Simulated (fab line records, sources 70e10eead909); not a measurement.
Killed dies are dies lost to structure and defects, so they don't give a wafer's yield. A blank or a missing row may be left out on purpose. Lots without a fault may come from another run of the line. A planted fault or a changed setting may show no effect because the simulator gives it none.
A struck lot beside a sound one | flow nand_harc | 39 steps out of a route of 1302
Sound: wafers L269.1, L269.2, L269.5. Struck: wafers L274.1, L274.5, L274.6. The cause comes at the end.
At each step with rows: each side's tool, then ch and its chambers, then its first start. Under that, the readings that differ: sound wafers | struck wafers | difference of the means | sigmas: that difference in standard deviations of wafers without a fault.
alike: readings whose means differ by less than 2 such deviations, and words and numbers that are the same on both sides. not compared: withheld readings, readings that some wafer has no value for, bounds like >300 that may hide the same value, and numbers for which the record gives no deviation and whose values overlap.
The two part at a step that has a row with sigmas, a row that says differs or no value, or rows on one side only. Numbers that don't overlap but have no deviation are shown without sigmas and don't part them. A reading that every wafer of one side lacks parts them only if that side has two wafers or more.

first, 10 steps without rows for these wafers: NHARC_A_CHANNEL_HOLE_D1_DEP_00 (deposits aC, target thk 3100 nm); NHARC_A_CHANNEL_HOLE_D1_DEP_01 (deposits SiON, target thk 140 nm); NHARC_A_CHANNEL_HOLE_D1_DEHYDRATE_02 (time 120 s); NHARC_A_CHANNEL_HOLE_D1_HMDS_03 (time 30 s); NHARC_A_CHANNEL_HOLE_D1_COAT_36 (time 75 s); NHARC_A_CHANNEL_HOLE_D1_COAT_37 (time 65 s); NHARC_A_CHANNEL_HOLE_D1_COAT_04 (resist thk 90 nm); NHARC_A_CHANNEL_HOLE_D1_SOFTBAKE_05 (time 55 s); NHARC_A_CHANNEL_HOLE_D1_EBR_06; NHARC_A_CHANNEL_HOLE_D1_EXPOSE_07 (exposes mask HOLE D1, target cd 100 nm).
NHARC_A_CHANNEL_HOLE_D1_PEB_08: peb time 65 s.
  sound on litho_track-01 ch 0, day 12 18:01; struck on litho_track-01 ch 0, day 14 11:06
  alike: chill_plate_temp_C
then, 1 step without rows for these wafers: NHARC_A_CHANNEL_HOLE_D1_DEVELOP_09 (develop time 35 s).
NHARC_A_CHANNEL_HOLE_D1_CD_MEAS_10: target cd 100 nm.
  sound on cd_sem-03 ch 0, day 12 18:05; struck on cd_sem-03 ch 0, day 14 11:11
  reading    | sound             | struck            | difference | sigmas
  cd_nm (nm) | 100.4 100.2 100.4 | 113.7 113.7 113.1 | +13.2      | +31
NHARC_A_CHANNEL_HOLE_D1_DESCUM_15: chemistry O2, time 3 s.
  sound on rie_diel-01 ch 0,2,3, day 12 18:17; struck on rie_diel-01 ch 1,2, day 14 11:23
  reading                            | sound             | struck          | difference | sigmas
  model.A_CHANNEL_HOLE_D1.cd_nm (nm) | 100.6 100.2 100.3 | 113.2 113.4 113 | +12.8      |
  alike: drypump_motor_current_A, oes_product_au, rf_vpp_V, showerhead_plenum_p_Torr, throttle_valve_pct
  not compared: rf_hours_counter_h
then, 4 steps without rows for these wafers: NHARC_A_CHANNEL_HOLE_D1_ETCH_38 (etches the open film in CF4, target depth 39 nm, time 65 s); NHARC_A_CHANNEL_HOLE_D1_ETCH_39 (etches the open film in N2/H2, target depth 260 nm, time 325 s); NHARC_A_CHANNEL_HOLE_D1_ETCH_34 (etches the open film in CF4/CHF3, target depth 154 nm, time 77 s); NHARC_A_CHANNEL_HOLE_D1_ETCH_16 (etches the open film in O2/COS, target depth 3100 nm, time 806 s).
NHARC_A_CHANNEL_HOLE_D1_CD_MEAS_18:
  sound on cd_sem-02, day 12 19:23; struck on cd_sem-02, day 14 12:29
  reading    | sound           | struck            | difference | sigmas
  cd_nm (nm) | 99.4 99.4 100.0 | 113.0 112.8 113.1 | +13.4      | +8
then, 12 steps without rows for these wafers: NHARC_A_CHANNEL_HOLE_D1_ETCH_19 (etches the open film in C4F8/O2/Ar, time 34.5 s); NHARC_A_CHANNEL_HOLE_D1_ETCH_20 (etches the open film in C4F8/O2/Ar, time 361.9 s, target depth 1600 nm); NHARC_A_CHANNEL_HOLE_D1_ETCH_21 (etches the open film in C4F8/O2/Ar, time 514.3 s, target depth 1600 nm); NHARC_A_CHANNEL_HOLE_D1_ETCH_22 (etches the open film in C4F8/O2/Ar, time 666.7 s, target depth 1600 nm); NHARC_A_CHANNEL_HOLE_D1_ETCH_23 (etches the open film in C4F8/O2/Ar, time 819 s, target depth 1600 nm); NHARC_A_CHANNEL_HOLE_D1_ETCH_24 (etches the open film in C4F8/O2/Ar, time 906.2 s, target depth 1500 nm); NHARC_A_CHANNEL_HOLE_D1_ETCH_25 (etches the open film in C4F8/O2/Ar, time 1040.2 s, target depth 1500 nm); NHARC_A_CHANNEL_HOLE_D1_ETCH_26 (etches the open film in C4F8/O2/Ar, time 224.1 s, target depth 300 nm); NHARC_A_CHANNEL_HOLE_D1_ETCH_33 (etches the open film in C4F8/O2/Ar, time 90 s, target depth 400 nm); NHARC_A_CHANNEL_HOLE_D1_STRIP_41 (strips in N2/H2); NHARC_A_CHANNEL_HOLE_D1_STRIP_42 (strips in CF4/CHF3); NHARC_A_CHANNEL_HOLE_D1_STRIP_43 (strips in O2/COS).
NHARC_A_CHANNEL_HOLE_D1_ETCH_44: etches the open film in CF4/O2, target depth 140 nm, overetch 14 nm, time 77 s.
  sound on rie_diel-01 ch 0,1, day 13 03:33; struck on rie_diel-01 ch 0,1,3, day 14 19:59
  reading                            | sound            | struck            | difference | sigmas
  model.A_CHANNEL_HOLE_D1.cd_nm (nm) | 88.9 88.73 89.69 | 103.2 103.8 103.4 | +14.4      |
  alike: drypump_motor_current_A, oes_ar_750_au, oes_product_au, rf_vpp_V, showerhead_plenum_p_Torr, throttle_valve_pct
  not compared: rf_hours_counter_h
then, 3 steps without rows for these wafers: NHARC_A_CHANNEL_HOLE_D1_STRIP_27 (strips in O2); NHARC_A_CHANNEL_HOLE_D1_PRECLEAN_28 (cleans in SC1); NHARC_A_CHANNEL_HOLE_D1_SRD_29.
NHARC_A_CHANNEL_HOLE_D1_CD_MEAS_30:
  sound on cd_sem-03, day 13 04:20; struck on cd_sem-02, day 14 20:46
  reading    | sound          | struck            | difference | sigmas
  cd_nm (nm) | 88.4 89.0 89.5 | 103.5 103.4 103.5 | +14.5      | +14
NHARC_A_CHANNEL_HOLE_D1_XSEM_31:
  sound on xsem-01 ch 0, day 13 04:26; struck on xsem-01 ch 0, day 14 20:51
  reading        | sound          | struck         | difference | sigmas
  bot_cd_nm (nm) | 71.9 72.8 73.2 | 87.6 88.7 88.3 | +15.6      | +13
  alike: bow_nm, tilt_deg
NHARC_END_WLT_00:
  the record has rows for the sound wafers here (prober-01, day 28 09:25) and none for the struck ones
then, 1 step without rows for these wafers: NHARC_END_SORT_01.

WHERE THEY PART
First at NHARC_A_CHANNEL_HOLE_D1_CD_MEAS_10; last, within this record, at NHARC_END_WLT_00.

WHY: what the simulator had put in
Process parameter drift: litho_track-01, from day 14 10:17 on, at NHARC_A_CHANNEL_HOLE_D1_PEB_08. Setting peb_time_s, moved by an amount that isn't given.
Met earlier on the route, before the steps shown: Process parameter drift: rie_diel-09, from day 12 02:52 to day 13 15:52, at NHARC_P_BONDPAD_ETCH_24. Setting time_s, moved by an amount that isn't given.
